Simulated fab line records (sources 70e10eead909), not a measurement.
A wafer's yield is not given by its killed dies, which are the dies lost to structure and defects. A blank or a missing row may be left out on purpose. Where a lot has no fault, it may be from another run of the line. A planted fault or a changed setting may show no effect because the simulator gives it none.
Comparing a struck lot with a sound one | flow nand_harc | 14 out of 1302 route steps
Sound: the wafers L184.1, L184.3, L184.4. Struck: wafer L195.2 (L195.1, L195.4, from the same lot, were not struck and are left out); the cause is given at the end.
Each step with rows lists, per side, the tool, then ch with its chambers, then its first start. Under that, the readings that differ: sound wafers | struck wafers | difference of the means | sigmas: that difference in standard deviations of wafers without a fault.
alike: readings with means less than 2 such deviations apart, plus words and numbers identical on both sides. not compared: withheld readings, readings lacking a value on some wafer, bounds such as >300 that could conceal the same value, and numbers that have no deviation in the record and whose values overlap.
A row with sigmas, a row that says differs or no value, or rows on one side alone: a step with any of these is where the two part. Numbers that have no deviation but don't overlap get no sigmas and don't part them. Lack of a reading on every wafer of one side parts them only where that side has two or more wafers.

first, 4 steps without rows for these wafers: NHARC_A_STAIRCASE_EXPOSE_06 (exposes mask STAIR); NHARC_A_STAIRCASE_PEB_07 (peb time 130 s); NHARC_A_STAIRCASE_DEVELOP_08 (time 140 s); NHARC_A_STAIRCASE_HARDBAKE_10 (time 140 s).
NHARC_A_STAIRCASE_DESCUM_11: chemistry O2, time 3 s.
  sound on rie_diel-04 ch 0,1,2, day 15 14:51; struck on rie_diel-01 ch 1, day 20 02:17
  reading                | sound    | struck | difference | sigmas
  rf_hours_counter_h (h) | 61 53 58 | 15     | -42        |
  alike: drypump_motor_current_A, oes_product_au, rf_vpp_V, showerhead_plenum_p_Torr, throttle_valve_pct
then, 1 step without rows for these wafers: NHARC_A_STAIRCASE_TRIM_12 (chemistry O2, time 211.2 s).
NHARC_A_STAIRCASE_ETCH_13: etches the open film in C4F8/O2, target depth 100 nm, time 40.5 s.
  sound on rie_diel-04 ch 0,1,2; struck on rie_diel-01 ch 2
  reading                | sound    | struck | difference | sigmas
  rf_hours_counter_h (h) | 58 53 62 | 14     | -44        |
  alike: oes_product_au, rf_vpp_V
NHARC_A_STAIRCASE_TRIM_14: chemistry O2, time 211.2 s.
  sound on rie_diel-04 ch 0,1,3; struck on rie_diel-01 ch 2
  reading                | sound    | struck | difference | sigmas
  rf_hours_counter_h (h) | 58 57 53 | 14     | -42        |
  alike: drypump_motor_current_A, oes_product_au, rf_vpp_V, showerhead_plenum_p_Torr, throttle_valve_pct
NHARC_A_STAIRCASE_ETCH_15: etches the open film in C4F8/O2, target depth 100 nm, time 40.5 s.
  sound on rie_diel-04 ch 1,2,3; struck on rie_diel-01 ch 0
  reading                | sound    | struck | difference | sigmas
  rf_hours_counter_h (h) | 57 59 63 | 18     | -42        |
  alike: oes_product_au, rf_vpp_V
then, 2 steps without rows for these wafers: NHARC_A_STAIRCASE_TRIM_16 (chemistry O2, time 211.2 s); NHARC_A_STAIRCASE_ETCH_17 (etches the open film in C4F8/O2, target depth 100 nm, time 40.5 s).
NHARC_A_STAIRCASE_TRIM_18: chemistry O2, time 211.2 s.
  sound on rie_diel-04 ch 0,2,3, day 15 16:46; struck on rie_diel-01 ch 3, day 20 03:09
  reading                | sound             | struck | difference | sigmas
  oes_product_au (a.u.)  | 1.011 1.000 1.001 | 1.192  | +0.188     | +19
  rf_hours_counter_h (h) | 63 54 57          | 17     | -41        |
  alike: drypump_motor_current_A, rf_vpp_V, showerhead_plenum_p_Torr, throttle_valve_pct
NHARC_A_STAIRCASE_ETCH_19: etches the open film in C4F8/O2, target depth 100 nm, time 40.5 s.
  sound on rie_diel-04 ch 1,2,3; struck on rie_diel-01 ch 3
  reading                | sound             | struck | difference | sigmas
  oes_product_au (a.u.)  | 0.943 0.937 0.964 | 0.974  | +0.026     | +2
  rf_hours_counter_h (h) | 63 58 59          | 17     | -43        |
  alike: rf_vpp_V
-- record jumps: 8 days between struck wafers' starts before vs after; left off in module A_STAIRCASE, resumes in module END, first step shown is number 1302 of the route --
NHARC_END_SORT_01:
  here the record holds rows for the struck wafers (prober-01 ch 0, day 28 14:33) but none for the sound ones

WHERE THEY PART
At NHARC_A_STAIRCASE_TRIM_18 first; at NHARC_END_SORT_01 last (within this record only).

WHY: what had been put in by the simulator
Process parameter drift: rie_diel-01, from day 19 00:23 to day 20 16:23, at NHARC_A_STAIRCASE_TRIM_18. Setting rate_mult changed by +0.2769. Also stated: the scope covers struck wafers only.
